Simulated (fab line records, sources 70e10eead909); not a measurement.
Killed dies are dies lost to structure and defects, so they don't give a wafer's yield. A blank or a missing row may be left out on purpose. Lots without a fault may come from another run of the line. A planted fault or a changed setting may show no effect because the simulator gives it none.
Chamber matching | flow nand_harc | NHARC_HYBRID_BOND_ACTIVATE_00 on rie_diel-11: 4 sister chambers
The step chemistry N2, time 60 s. 4 wafers are shown with their chamber, then 9 later ones without.

WAFERS WITH THEIR CHAMBER
wafer  | chamber | showerhead_plenum_p_Torr (Torr)
L372.2 | 1       | 1.71
L371.6 | 3       | 1.84
L374.1 | 0       | 1.82
L374.5 | 2       | 1.82

WAFERS WITHOUT THEIR CHAMBER
wafer  | showerhead_plenum_p_Torr (Torr)
L381.2 | 1.70
L381.3 | 1.82
L381.4 | 1.82
L383.1 | 1.82
L383.3 | 1.82
L383.6 | 1.82
L384.1 | 1.84
L384.2 | 1.82
L384.6 | 1.70

WHICH CHAMBER EACH WENT THROUGH
wafer  | from the rows above     | in truth
L381.2 | 1                       | 1
L381.3 | can't be placed: 0 or 2 | 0
L381.4 | can't be placed: 0 or 2 | 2
L383.1 | can't be placed: 0 or 2 | 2
L383.3 | can't be placed: 0 or 2 | 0
L383.6 | can't be placed: 0 or 2 | 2
L384.1 | 3                       | 3
L384.2 | can't be placed: 0 or 2 | 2
L384.6 | 1                       | 1
Placed correctly: 3 of 9. Can't be placed from these rows: 6 (the true chamber is among the candidates in 6). Placed wrongly: 0.
How it was worked out, from the rows above alone: a wafer's distance from a chamber is the root of the sum, over the readings, of the square of ((its reading less the chamber's mean) divided by the reading's scatter). The wafer belongs to the nearest chamber; if the next one is less than 2 further off, it can't be placed. A chamber's mean is the mean of its shown wafers. The scatter: with one shown wafer a chamber, the root of the mean of the squares of how far each hidden wafer lies from its nearest shown one.
